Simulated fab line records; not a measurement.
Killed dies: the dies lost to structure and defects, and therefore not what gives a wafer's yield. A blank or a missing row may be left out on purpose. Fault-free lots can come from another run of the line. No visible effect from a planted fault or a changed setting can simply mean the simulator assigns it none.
Chamber matching / flow n5Finfet / 4 sister chambers for N5_HKMG_FIN_ETCH_32 on rieDiel-04
The step etches SOC in N2/H2, target depth 240 nm, time 300 s. 16 wafers are shown with their chamber, then 8 later ones without.

EACH WAFER AND ITS CHAMBER
wafer=L074.2; chamber=2; showerheadPlenumPTorr (Torr)=2.53; drypumpMotorCurrentA (A)=5.3; rfVppV (V)=521.7
wafer=L074.3; chamber=1; showerheadPlenumPTorr (Torr)=2.62; drypumpMotorCurrentA (A)=5.5; rfVppV (V)=525.0
wafer=L074.4; chamber=3; showerheadPlenumPTorr (Torr)=2.49; drypumpMotorCurrentA (A)=6.0; rfVppV (V)=523.2
wafer=L079.1; chamber=0; showerheadPlenumPTorr (Torr)=2.48; drypumpMotorCurrentA (A)=5.9; rfVppV (V)=522.1
wafer=L079.2; chamber=3; showerheadPlenumPTorr (Torr)=2.48; drypumpMotorCurrentA (A)=6.0; rfVppV (V)=522.0
wafer=L079.6; chamber=0; showerheadPlenumPTorr (Torr)=2.48; drypumpMotorCurrentA (A)=5.9; rfVppV (V)=521.7
wafer=L090.1; chamber=1; showerheadPlenumPTorr (Torr)=2.60; drypumpMotorCurrentA (A)=5.5; rfVppV (V)=527.1
wafer=L090.3; chamber=0; showerheadPlenumPTorr (Torr)=2.47; drypumpMotorCurrentA (A)=5.9; rfVppV (V)=520.6
wafer=L090.5; chamber=3; showerheadPlenumPTorr (Torr)=2.48; drypumpMotorCurrentA (A)=6.1; rfVppV (V)=523.0
wafer=L091.2; chamber=1; showerheadPlenumPTorr (Torr)=2.60; drypumpMotorCurrentA (A)=5.4; rfVppV (V)=524.8
wafer=L091.5; chamber=0; showerheadPlenumPTorr (Torr)=2.47; drypumpMotorCurrentA (A)=5.9; rfVppV (V)=521.8
wafer=L091.6; chamber=1; showerheadPlenumPTorr (Torr)=2.60; drypumpMotorCurrentA (A)=5.4; rfVppV (V)=524.6
wafer=L092.1; chamber=3; showerheadPlenumPTorr (Torr)=2.47; drypumpMotorCurrentA (A)=6.0; rfVppV (V)=521.7
wafer=L092.2; chamber=2; showerheadPlenumPTorr (Torr)=2.52; drypumpMotorCurrentA (A)=5.4; rfVppV (V)=521.5
wafer=L092.4; chamber=1; showerheadPlenumPTorr (Torr)=2.60; drypumpMotorCurrentA (A)=5.4; rfVppV (V)=523.8
wafer=L093.2; chamber=0; showerheadPlenumPTorr (Torr)=2.47; drypumpMotorCurrentA (A)=6.0; rfVppV (V)=520.1

SIGNATURES (means of the wafers above)
reading=showerheadPlenumPTorr; chamber 0=2.4740; chamber 1=2.6040; chamber 2=2.5250; chamber 3=2.4800; scatter within a chamber=0.00758
reading=drypumpMotorCurrentA; chamber 0=5.920; chamber 1=5.440; chamber 2=5.350; chamber 3=6.025; scatter within a chamber=0.052
reading=rfVppV; chamber 0=521.260; chamber 1=525.060; chamber 2=521.600; chamber 3=522.475; scatter within a chamber=0.942
Rule: distance of a wafer from a chamber = root of the sum over the readings of ((wafer's reading minus chamber's mean) / reading's scatter) squared. If the next closest chamber is less than 2 further off than the closest, the wafer can't be placed; otherwise it belongs to the closest. The scatter: take each reading less its chamber's mean, square it, sum over the shown wafers, divide by the number of wafers less the number of chambers, and take the root.

WAFERS WITHOUT THEIR CHAMBER
wafer=L093.3; showerheadPlenumPTorr (Torr)=2.47; drypumpMotorCurrentA (A)=6.1; rfVppV (V)=522.6
wafer=L093.4; showerheadPlenumPTorr (Torr)=2.60; drypumpMotorCurrentA (A)=5.4; rfVppV (V)=524.6
wafer=L095.2; showerheadPlenumPTorr (Torr)=2.47; drypumpMotorCurrentA (A)=6.1; rfVppV (V)=520.8
wafer=L095.5; showerheadPlenumPTorr (Torr)=2.47; drypumpMotorCurrentA (A)=5.9; rfVppV (V)=521.5
wafer=L095.6; showerheadPlenumPTorr (Torr)=2.60; drypumpMotorCurrentA (A)=5.5; rfVppV (V)=524.7
wafer=L096.4; showerheadPlenumPTorr (Torr)=2.51; drypumpMotorCurrentA (A)=5.4; rfVppV (V)=521.8
wafer=L096.5; showerheadPlenumPTorr (Torr)=2.47; drypumpMotorCurrentA (A)=5.9; rfVppV (V)=523.3
wafer=L096.6; showerheadPlenumPTorr (Torr)=2.47; drypumpMotorCurrentA (A)=6.0; rfVppV (V)=523.9

EACH ONE'S CHAMBER
wafer=L093.3; from the rows above=can't be placed: 3 or 0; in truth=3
wafer=L093.4; from the rows above=1; in truth=1
wafer=L095.2; from the rows above=can't be placed: 3 or 0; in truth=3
wafer=L095.5; from the rows above=0; in truth=0
wafer=L095.6; from the rows above=1; in truth=1
wafer=L096.4; from the rows above=2; in truth=2
wafer=L096.5; from the rows above=can't be placed: 0 or 3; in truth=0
wafer=L096.6; from the rows above=can't be placed: 3 or 0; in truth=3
Correctly placed: 4 of 8. Unplaceable from these rows: 4, with the true chamber sitting among the candidates in 4. Placed wrongly: 0.
